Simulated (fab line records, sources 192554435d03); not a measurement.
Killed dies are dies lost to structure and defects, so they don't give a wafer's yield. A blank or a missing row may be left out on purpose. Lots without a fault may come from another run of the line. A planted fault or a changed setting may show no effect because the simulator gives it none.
fab line records | flow n5_finfet
record lots=7 wafers=21
route steps=1938 shown FIN_SAQP@94 FIN_CUT@160
start_h: hours from the record's first day to the start of the lot's first wafer shown | wait_h: hours since the lot's step before | " the same as in the row above | L1.1+2: a row that stands for several wafers | - no value, or no start given | * or withheld: withheld | < > ~ a bound
route shown NAME@n: a module of which the file shows steps, and the number in the route of the first | usual: mean/standard deviation of fault-free wafers | same: alike in all rows | chamber/n: place in a boat | sites: the reading at each site | _std_site: their standard deviation | _edge_site: outer sites' mean less inner sites' | radius_mm: how far each site lies from the wafer's centre | mask NAME#n: copy n | behind: the tool/chamber that last shaped the wafer | hold: why the lot was held/for how many hours/how that ended | device: the transistor (n, p or np) that didn't switch | end of line: the same wafers' tests at the end of the route | a step without rows: its recipe alone | killed: dies lost to structure and defects at the first sort, not the wafer's yield | map: a wafer's dies, x killed, . not, _ none there
set.NAME: the setting as run; set.NAME@STEP: as run at that earlier step | model.NAME: the simulator's own value behind a step, which no gauge read
lots whose settings were changed on purpose; a table a step, a row a wafer
## steps
# step N5_FIN_SAQP_ALD_61
# recipe material=SiO2 target_thk_a=40 temp_c=300 ald_precursor_family=BDEAS ald_co_reactant=O2-plasma pulse_time_s=1 purge_time_s=2 co_reactant_purge_time_s=2 ald_cycles=43 pressure_torr=2
# columns lot.wafer tool chamber start_h wait_h set.temp_c model.SiO2_of_FIN_SAQP_ALD_61.thk_nm
L080.2 ald_sin-02 3 58.04 0.0 300 4.022
L080.4 " 2 " " 300 4.002
L080.6 " 2 " " 300 4.018
L082.1 ald_sin-02 2 70.09 0.9 300 4.008
L082.2 " 1 " " 287.4 4.185
L082.3 " 0 " " 300 4.026
L083.1 ald_sin-01 1 75.36 0.0 300 4.005
L083.2 " 2 " " 300 3.975
L083.5 " 2 " " 291.9 4.1
L086.1 ald_sin-01 1 94.90 0.7 300 4.009
L086.3 " 3 " " 311.5 3.932
L086.6 " 2 " " 300 3.987
L090.2 ald_sin-01 2 117.37 0.0 306.4 3.957
L090.4 " 1 " " 306.4 3.968
L090.6 " 2 " " 300 4.007
L091.2 ald_sin-04 0 123.39 0.0 300 4.002
L091.4 " 1 " " 300 4.014
L091.6 " 0 " " 300 4.003
L094.3 ald_sin-02 1 141.13 0.0 300 3.979
L094.5 " 2 " " 300 3.991
L094.6 " 1 " " 300 3.981
# step N5_FIN_SAQP_HM_DEP_03
# recipe material=SiNx target_thk_a=380 temp_c=400 precursor=SiH4/NH3/N2 pressure_torr=1.5 rf_w=300 time_s=33.6
# columns lot.wafer tool chamber start_h wait_h set.time_s model.SiNx_of_FIN_SAQP_HM_DEP_03.thk_nm
L080.2 pecvd-01 1 58.46 0.2 33.6 37.34
L080.4 " 1 " " 28.83 32.52
L080.6 " 2 " " 33.6 38.44
L082.1 pecvd-02 1 70.51 0.2 38.42 43.2
L082.2 " 0 " " 33.6 37.4
L082.3 " 2 " " 33.6 37.62
L083.1 pecvd-01 2 75.77 0.2 33.6 37.96
L083.2 " 1 " " 29.92 32.74
L083.5 " 1 " " 33.6 37.72
L086.1 pecvd-01 1 95.32 0.2 33.6 37.97
L086.3 " 0 " " 33.6 37.82
L086.6 " 0 " " 29.04 33.15
L090.2 pecvd-01 2 117.82 0.2 36.22 40.12
L090.4 " 0 " " 33.6 38.11
L090.6 " 1 " " 33.6 37.14
L091.2 pecvd-02 0 123.80 0.2 33.6 37.71
L091.4 " 1 " " 33.6 38.69
L091.6 " 2 " " 33.6 38.75
L094.3 pecvd-02 1 141.73 0.1 33.6 37.64
L094.5 " 1 " " 33.6 38.45
L094.6 " 0 " " 32.05 36.45
# step N5_FIN_SAQP_THK_MEAS_05
# usual thk_nm=38.0/0.48
# columns lot.wafer tool chamber start_h wait_h set.time_s@FIN_SAQP_HM_DEP_03 thk_nm
L080.2 film_metro-02 - 58.54 0.1 33.6 37.3
L080.4 " - " " 28.83 32.5
L080.6 " - " " 33.6 38.5
L082.1 film_metro-01 - 70.60 0.1 38.42 43.2
L082.2 " - " " 33.6 37.4
L082.3 " - " " 33.6 37.6
L083.1 film_metro-01 - 75.86 0.1 33.6 37.9
L083.2 " - " " 29.92 32.8
L083.5 " - " " 33.6 37.7
L086.1 film_metro-02 - 95.41 0.1 33.6 38.0
L086.3 " - " " 33.6 37.8
L086.6 " - " " 29.04 33.1
L090.2 film_metro-01 - 117.91 0.1 36.22 40.1
L090.4 " - " " 33.6 38.1
L090.6 " - " " 33.6 37.2
L091.2 film_metro-01 - 123.89 0.1 33.6 37.7
L091.4 " - " " 33.6 38.6
L091.6 " - " " 33.6 38.8
L094.3 film_metro-01 - 141.82 0.1 33.6 37.6
L094.5 " - " " 33.6 38.5
L094.6 " - " " 32.05 36.5
# step N5_FIN_SAQP_PECVD_47
# recipe material=a-Si target_thk_a=450 temp_c=400 precursor=SiH4/He pressure_torr=3 rf_w=100 time_s=36.3
# step N5_FIN_SAQP_PECVD_48
# recipe material=SiNx target_thk_a=250 temp_c=400 precursor=SiH4/NH3/N2 pressure_torr=1.5 rf_w=300 time_s=22.1
# step N5_FIN_SAQP_ETCH_57
# recipe chemistry=CH3F/O2 target=SiNx mask_material=SiO2 target_depth_a=325 time_s=46.4 pressure_mtorr=30 source_w=395 bias_w=73 Ar_flow_sccm=150 CH3F_flow_sccm=30 O2_flow_sccm=20 ion_energy_ev=120 ends=cleared
# step N5_FIN_SAQP_ETCH_65
# recipe chemistry=CF4 target=SiO2 target_depth_a=40 ion_energy_ev=350 time_s=4.4 pressure_mtorr=10 icp_w=800 bias_w=400 cf4_flow_sccm=80
# step N5_FIN_SAQP_MANDREL_ETCH_58
# recipe chemistry=HBr/Cl2 target=a-Si target_depth_a=450 bt_time_s=10 stop_on=SiNx mask_material=SiO2 over_etch_frac=0.8 time_s=27 pressure_mtorr=10 icp_w=800 bias_w=75 HBr_flow_sccm=150 Cl2_flow_sccm=80 ends=end_point
# columns lot.wafer tool chamber start_h wait_h set.time_s@FIN_SAQP_HM_DEP_03 model.SiNx_of_FIN_SAQP_HM_DEP_03.thk_nm
L080.2 rie_si-03 0 61.56 0.0 33.6 37.34
L080.4 " 1 " " 28.83 32.4
L080.6 " 2 " " 33.6 38.2
L082.1 rie_si-04 1 73.61 0.0 38.42 43.2
L082.2+3 " 3,0 " " 33.6 37.4
L083.1 rie_si-04 0 79.14 0.0 33.6 37.8
L083.2 " 2 " " 29.92 32.74
L083.5 " 1 " " 33.6 37.72
L086.1 rie_si-05 2 98.66 0.0 33.6 37.8
L086.3 " 0 " " 33.6 37.82
L086.6 " 1 " " 29.04 33.15
L090.2 rie_si-05 3 120.86 0.0 36.22 40
L090.4 " 0 " " 33.6 38.11
L090.6 " 2 " " 33.6 37
L091.2 rie_si-05 0 126.82 0.0 33.6 37.71
L091.4 " 2 " " 33.6 38.6
L091.6 " 0 " " 33.6 38.75
L094.3 rie_si-04 1 146.19 0.0 33.6 37.64
L094.5 " 2 " " 33.6 38.45
L094.6 " 3 " " 32.05 36.45
# step N5_FIN_SAQP_RECESS_63
# recipe chemistry=HF/NH3 target=SiO2 target_depth_a=180 afs_cycles=3 temp_c=30 sublimation_temp_c=180 sublimation_time_s=60
# step N5_FIN_SAQP_COAT_68
# recipe resist=SOC temp_c=250 time_s=60 spin_rpm=1500 resist_thk_nm=100
# step N5_FIN_SAQP_MANDREL2_REMOVE_60
# recipe chemistry=HBr/Cl2/O2 bt_time_s=10 target=a-Si stop_on=SiNx endpoint=OES-SiCl over_etch_frac=1 icp_w=600 bias_w=22 HBr_flow_sccm=150 Cl2_flow_sccm=80 O2_flow_sccm=5 pressure_mtorr=10
# step N5_FIN_SAQP_HM_OPEN_33
# recipe chemistry=CH3F/O2 target=SiNx mask_material=SiO2 target_depth_a=494 time_s=70.6 pressure_mtorr=30 source_w=395 bias_w=73 Ar_flow_sccm=150 CH3F_flow_sccm=30 O2_flow_sccm=20 ion_energy_ev=120 ends=cleared
# usual etch_rf_on_time_s=69.1/1.9
# columns lot.wafer tool chamber start_h wait_h set.time_s@FIN_SAQP_HM_DEP_03 etch_rf_on_time_s model.etch.depth_nm
L080.2 rie_diel-06 1 63.01 0.0 33.6 68.4 36.71
L080.4 " 0 " " 28.83 60.3 31.77
L080.6 " 1 " " 33.6 70.2 37.66
L082.1 rie_diel-06 0 75.19 0.2 38.42 80.2 42.58
L082.2 " 3 " " 33.6 68.6 36.77
L082.3 " 1 " " 33.6 68.5 36.78
L083.1 rie_diel-03 0 80.74 0.1 33.6 67.5 37.12
L083.2 " 2 " " 29.92 58.6 32.11
L083.5 " 1 " " 33.6 67.9 37.09
L086.1 rie_diel-06 0 100.22 0.0 33.6 70.4 37.26
L086.3 " 1 " " 33.6 69.7 37.19
L086.6 " 2 " " 29.04 63.1 32.52
L090.2 rie_diel-05 0 122.28 0.0 36.22 73.1 39.27
L090.4 " 3 " " 33.6 68.1 37.49
L090.6 " 2 " " 33.6 65.8 36.43
L091.2 rie_diel-06 2 128.22 0.0 33.6 70.4 37.08
L091.4 " 3 " " 33.6 70.7 37.98
L091.6 " 2 " " 33.6 72.7 38.12
L094.3 rie_diel-05 2 148.73 0.0 33.6 68.1 37.02
L094.5 " 2 " " 33.6 69.9 37.82
L094.6 " 1 " " 32.05 67.6 35.82
# step N5_FIN_SAQP_ETCH_34
# recipe chemistry=C4F6/O2 target=SiO2 target_depth_a=450 time_s=15 ion_energy_ev=250 pressure_mtorr=30 source_w=345 bias_w=185 Ar_flow_sccm=300 C4F6_flow_sccm=10 O2_flow_sccm=10 ends=cleared
# step N5_FIN_SAQP_STRIP_77
# recipe chemistry=N2/H2 time_s=90 power_w=100 temp_c=40 pressure_mtorr=100 rf_frequency_hz=6e+07 bias_power_w=3 n2_flow_sccm=300 h2_flow_sccm=300
# step N5_FIN_SAQP_ETCH_64
# recipe chemistry=CF4 target=SiO2 target_depth_a=15 ion_energy_ev=350 pressure_mtorr=10 icp_w=800 bias_w=400 cf4_flow_sccm=80
# step N5_FIN_SAQP_FIN_ETCH_36
# recipe chemistry=HBr/Cl2/O2 target_depth_a=1200 mask_material=SiNx time_s=50.4 bias_w=102 pressure_mtorr=10 icp_w=800 HBr_flow_sccm=150 Cl2_flow_sccm=80 O2_flow_sccm=12
# columns lot.wafer tool chamber start_h wait_h set.time_s@FIN_SAQP_HM_DEP_03 model.SiNx_of_FIN_SAQP_HM_DEP_03.thk_nm
L080.2 rie_si-05 0 63.29 0.0 33.6 21
L080.4 " 1 " " 28.83 16
L080.6 " 3 " " 33.6 21.6
L082.1 rie_si-03 2 75.47 0.0 38.42 25.8
L082.2 " 3 " " 33.6 20.8
L082.3 " 1 " " 33.6 20.6
L083.1 rie_si-03 1 81.02 0.0 33.6 20.8
L083.2 " 2 " " 29.92 15.6
L083.5 " 3 " " 33.6 21.2
L086.1 rie_si-05 2 100.51 0.0 33.6 20.6
L086.3 " 3 " " 33.6 21
L086.6 " 1 " " 29.04 16.8
L090.2 rie_si-04 2 122.57 0.0 36.22 23.8
L090.4 " 1 " " 33.6 21.6
L090.6 " 1 " " 33.6 20.6
L091.2 rie_si-05 3 128.51 0.0 33.6 20.8
L091.4 " 2 " " 33.6 21.4
L091.6 " 1 " " 33.6 22.2
L094.3 rie_si-05 3 149.01 0.0 33.6 20.8
L094.5 " 2 " " 33.6 21.4
L094.6 " 1 " " 32.05 20
# step N5_FIN_CUT_EXPOSE_05
# recipe mask_id=FIN_CUT na=0.33 source_shape=annular sigma_inner=0.35 sigma_outer=0.8 polarization=unpolarized dose_mj=45.75
# columns lot.wafer tool chamber start_h wait_h mask set.dose_mj
L080.2+6 euv_scanner-02 0 63.72 - FIN_CUT#0 45.75
L080.4 " 0 " " FIN_CUT#0 48.11
L082.1+3 euv_scanner-02 0 76.01 - FIN_CUT#0 48.42
L082.2 " 0 " " FIN_CUT#0 45.75
L083.1+2 euv_scanner-01 0 81.57 - FIN_CUT#0 43.69
L083.5 " 0 " " FIN_CUT#0 45.75
L086.1 euv_scanner-02 0 101.05 - FIN_CUT#0 45.75
L086.3+6 " 0 " " FIN_CUT#0 48.83
L090.2+4 euv_scanner-02 0 122.99 - FIN_CUT#0 43.09
L090.6 " 0 " " FIN_CUT#0 45.75
L091.2+4+6 euv_scanner-02 0 128.94 - FIN_CUT#0 45.75
L094.3+5+6 euv_scanner-02 0 149.57 - FIN_CUT#0 45.75
# step N5_FIN_CUT_PEB_06
# recipe peb_temp_c=100 peb_time_s=60 resist=CAR-EUV
# step N5_FIN_CUT_DEVELOP_07
# recipe develop_time_s=30 developer=TMAH resist=CAR-EUV rinse_liquid=surfactant_rinse dry=air_spin dev_temp_c=23
# step N5_FIN_CUT_CD_MEAS_08
# recipe target_cd_nm=29.1 landing_energy_ev=500 detector=se_inlens polarity=opening
# usual cd_nm=29.10/0.22
# columns lot.wafer tool chamber start_h wait_h set.dose_mj@FIN_CUT_EXPOSE_05 cd_nm
L080.2 cd_sem-03 0 63.85 - 45.75 29.26
L080.4 " 0 " " 48.11 29.78
L080.6 " 0 " " 45.75 29.20
L082.1 cd_sem-03 0 76.15 - 48.42 30.11
L082.2 " 0 " " 45.75 29.36
L082.3 " 0 " " 48.42 30.26
L083.1 cd_sem-03 0 81.70 - 43.69 28.05
L083.2 " 0 " " 43.69 28.24
L083.5 " 0 " " 45.75 28.59
L086.1 cd_sem-01 0 101.18 - 45.75 29.05
L086.3 " 0 " " 48.83 30.59
L086.6 " 0 " " 48.83 30.25
L090.2 cd_sem-03 0 123.12 - 43.09 27.82
L090.4 " 0 " " 43.09 28.11
L090.6 " 0 " " 45.75 29.11
L091.2 cd_sem-01 0 129.06 - 45.75 29.25
L091.4 " 0 " " 45.75 29.26
L091.6 " 0 " " 45.75 29.23
L094.3 cd_sem-03 0 149.69 - 45.75 29.09
L094.5 " 0 " " 45.75 28.51
L094.6 " 0 " " 45.75 29.26
# step N5_FIN_CUT_DESCUM_13
# recipe chemistry=O2 time_s=7 source_power_w=50 bias_power_w=20 pressure_mtorr=20 rf_frequency_hz=2.712e+07 temp_c=40 resist=CAR-EUV o2_flow_sccm=225
# step N5_FIN_CUT_ETCH_30
# recipe chemistry=N2/H2 target=underlayer target_depth_a=130 mask_material=CAR-EUV time_s=10.4 ion_energy_ev=200 pressure_mtorr=30 source_w=840 bias_w=150 n2_flow_sccm=200 h2_flow_sccm=200 ends=cleared
# columns lot.wafer tool chamber start_h wait_h set.dose_mj@FIN_CUT_EXPOSE_05 model.FIN_CUT.cd_offset_nm
L080.2+6 rie_diel-02 0,3 64.00 0.0 45.75 0
L080.4 " 0 " " 48.11 1
L082.1 rie_diel-01 2 76.31 0.0 48.42 1
L082.2 " 1 " " 45.75 -0.2
L082.3 " 3 " " 48.42 1.4
L083.1 rie_diel-02 1 81.86 0.0 43.69 -1
L083.2 " 2 " " 43.69 -0.8
L083.5 " 1 " " 45.75 -0.2
L086.1 rie_diel-04 1 101.35 0.0 45.75 -0.4
L086.3 " 3 " " 48.83 1.4
L086.6 " 1 " " 48.83 1.2
L090.2 rie_diel-02 2 123.28 0.0 43.09 -1.2
L090.4 " 0 " " 43.09 -1
L090.6 " 0 " " 45.75 -0.2
L091.2 rie_diel-02 3 129.22 0.0 45.75 0.2
L091.4+6 " 1 " " 45.75 -0.2
L094.3+5+6 rie_diel-02 2,2,1 149.85 0.0 45.75 -0.2
# step N5_FIN_CUT_ETCH_20
# recipe chemistry=CF4 target=SiARC target_depth_a=260 mask_material=CAR-EUV time_s=43.3 ion_energy_ev=80 pressure_mtorr=40 source_w=545 bias_w=36 Ar_flow_sccm=100 cf4_flow_sccm=100 ends=cleared
# columns lot.wafer tool chamber start_h wait_h set.dose_mj@FIN_CUT_EXPOSE_05 model.FIN_CUT.cd_offset_nm
L080.2 rie_diel-02 0 64.02 0.0 45.75 0
L080.4 " 0 " " 48.11 1
L080.6 " 3 " " 45.75 -0.2
L082.1 rie_diel-01 2 76.32 0.0 48.42 1.2
L082.2 " 1 " " 45.75 -0.2
L082.3 " 3 " " 48.42 1.4
L083.1 rie_diel-02 1 81.88 0.0 43.69 -0.8
L083.2 " 2 " " 43.69 -0.6
L083.5 " 1 " " 45.75 0
L086.1 rie_diel-04 1 101.37 0.0 45.75 -0.4
L086.3 " 3 " " 48.83 1.4
L086.6 " 1 " " 48.83 1.2
L090.2 rie_diel-02 2 123.30 0.0 43.09 -1.4
L090.4 " 0 " " 43.09 -1
L090.6 " 0 " " 45.75 -0.2
L091.2 rie_diel-02 3 129.24 0.0 45.75 0.2
L091.4+6 " 1 " " 45.75 0
L094.3+5 rie_diel-02 2 149.86 0.0 45.75 -0.2
L094.6 " 1 " " 45.75 0.2
# step N5_FIN_CUT_ETCH_21
# recipe chemistry=N2/H2 target=SOC target_depth_a=2190 overetch_a=438 mask_material=SiARC temp_c=40 ion_energy_ev=100 bias_w=61 time_s=523.5 pressure_mtorr=30 source_w=850 n2_flow_sccm=200 h2_flow_sccm=200
# step N5_FIN_CUT_STRIP_23
# recipe chemistry=N2/H2 temp_c=40 n2_flow_sccm=200 h2_flow_sccm=200 rf_frequency_hz=6e+07
# step N5_FIN_CUT_STRIP_31
# recipe chemistry=N2/H2 temp_c=40 n2_flow_sccm=200 h2_flow_sccm=200 rf_frequency_hz=6e+07
# step N5_FIN_CUT_STRIP_24
# recipe chemistry=CF4 resist=SiARC power_w=300 bias_power_w=75 pressure_mtorr=50 cf4_flow_sccm=150 rf_frequency_hz=6e+07
# step N5_FIN_CUT_CUT_ETCH_26
# recipe chemistry=CH3F/O2 target=SiNx target_depth_a=390 mask_material=SOC time_s=55.7 pressure_mtorr=30 source_w=395 bias_w=73 Ar_flow_sccm=150 CH3F_flow_sccm=30 O2_flow_sccm=20 ion_energy_ev=120
# columns lot.wafer tool chamber start_h wait_h set.dose_mj@FIN_CUT_EXPOSE_05 model.FIN_CUT.cd_offset_nm
L080.2 rie_diel-02 0 64.40 0.0 45.75 0.4
L080.4 " 0 " " 48.11 1.8
L080.6 " 3 " " 45.75 0.2
L082.1+3 rie_diel-01 2,3 76.71 0.0 48.42 2
L082.2 " 1 " " 45.75 -0.2
L083.1 rie_diel-02 1 82.26 0.0 43.69 0.2
L083.2 " 2 " " 43.69 -0.8
L083.5 " 1 " " 45.75 0.8
L086.1 rie_diel-04 1 101.76 0.0 45.75 -0.4
L086.3 " 3 " " 48.83 2.2
L086.6 " 1 " " 48.83 1.2
L090.2 rie_diel-02 2 123.68 0.0 43.09 -1.6
L090.4 " 0 " " 43.09 -0.2
L090.6 " 0 " " 45.75 0.4
L091.2 rie_diel-02 3 129.62 0.0 45.75 0
L091.4 " 1 " " 45.75 0.4
L091.6 " 1 " " 45.75 0.6
L094.3 rie_diel-02 2 150.25 0.0 45.75 -0.8
L094.5 " 2 " " 45.75 -0.6
L094.6 " 1 " " 45.75 0.4
# step N5_FIN_CUT_CUT_ETCH_27
# recipe chemistry=CHF3/O2 target=SiO2 target_depth_a=40 mask_material=SOC overetch_a=20 time_s=4.9 pressure_mtorr=30 source_w=650 bias_w=170 Ar_flow_sccm=200 CHF3_flow_sccm=50 O2_flow_sccm=5 ion_energy_ev=200
# step N5_FIN_CUT_PRECLEAN_35
# recipe time_s=13.3 temp_c=45 pressure_torr=125 p_hf_torr=3 p_coreactant_torr=25 chemistry=vHF
# step N5_FIN_CUT_CUT_ETCH_15
# recipe chemistry=HBr/Cl2/O2 target=Si target_depth_a=1000 bt_time_s=10 mask_material=SOC time_s=42.4 ion_energy_ev=* bias_w=* pressure_mtorr=10 icp_w=800 HBr_flow_sccm=150 Cl2_flow_sccm=80 O2_flow_sccm=12
# columns lot.wafer tool chamber start_h wait_h set.dose_mj@FIN_CUT_EXPOSE_05 model.FIN_CUT.cd_offset_nm
L080.2 rie_si-06 1 64.60 0.1 45.75 0.4
L080.4 " 1 " " 48.11 1.8
L080.6 " 2 " " 45.75 0.2
L082.1 rie_si-02 2 76.90 0.1 48.42 1.8
L082.2 " 3 " " 45.75 -0.2
L082.3 " 1 " " 48.42 2
L083.1 rie_si-06 2 82.46 0.1 43.69 0.2
L083.2 " 1 " " 43.69 -0.8
L083.5 " 2 " " 45.75 1
L086.1 rie_si-06 1 101.95 0.1 45.75 -0.4
L086.3 " 0 " " 48.83 2.2
L086.6 " 3 " " 48.83 1
L090.2 rie_si-06 0 123.87 0.1 43.09 -1.6
L090.4 " 2 " " 43.09 0
L090.6 " 0 " " 45.75 0.6
L091.2 rie_si-01 1 129.82 0.1 45.75 0
L091.4 " 3 " " 45.75 0.2
L091.6 " 2 " " 45.75 0.4
L094.3+5 rie_si-01 1,3 150.44 0.0 45.75 -1
L094.6 " 0 " " 45.75 0
## key
split step=N5_FIN_SAQP_ALD_61 setting=temp_c stated=300 by=wafer
response step=N5_FIN_SAQP_ALD_61 reading=model.SiO2_of_FIN_SAQP_ALD_61.thk_nm change=-0.0306 per=1% r=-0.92
split step=N5_FIN_SAQP_HM_DEP_03 setting=time_s stated=33.6 by=wafer
response step=N5_FIN_SAQP_HM_DEP_03 reading=model.SiNx_of_FIN_SAQP_HM_DEP_03.thk_nm change=+0.385 per=1% r=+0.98
response step=N5_FIN_SAQP_THK_MEAS_05 reading=thk_nm change=* per=1% r=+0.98
response step=N5_FIN_SAQP_MANDREL_ETCH_58 reading=model.SiNx_of_FIN_SAQP_HM_DEP_03.thk_nm change=+0.383 per=1% r=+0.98
response step=N5_FIN_SAQP_HM_OPEN_33 reading=etch_rf_on_time_s change=* per=1% r=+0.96
response step=N5_FIN_SAQP_HM_OPEN_33 reading=model.etch.depth_nm change=+0.383 per=1% r=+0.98
response step=N5_FIN_SAQP_FIN_ETCH_36 reading=model.SiNx_of_FIN_SAQP_HM_DEP_03.thk_nm change=+0.363 per=1% r=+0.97
split step=N5_FIN_CUT_EXPOSE_05 setting=dose_mj stated=45.75 by=wafer
response step=N5_FIN_CUT_CD_MEAS_08 reading=cd_nm change=+0.159 per=1% r=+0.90
response step=N5_FIN_CUT_ETCH_30 reading=model.FIN_CUT.cd_offset_nm change=+0.207 per=1% r=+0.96
response step=N5_FIN_CUT_ETCH_20 reading=model.FIN_CUT.cd_offset_nm change=+0.218 per=1% r=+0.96
response step=N5_FIN_CUT_CUT_ETCH_26 reading=model.FIN_CUT.cd_offset_nm change=+0.295 per=1% r=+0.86
response step=N5_FIN_CUT_CUT_ETCH_15 reading=model.FIN_CUT.cd_offset_nm change=+0.296 per=1% r=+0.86
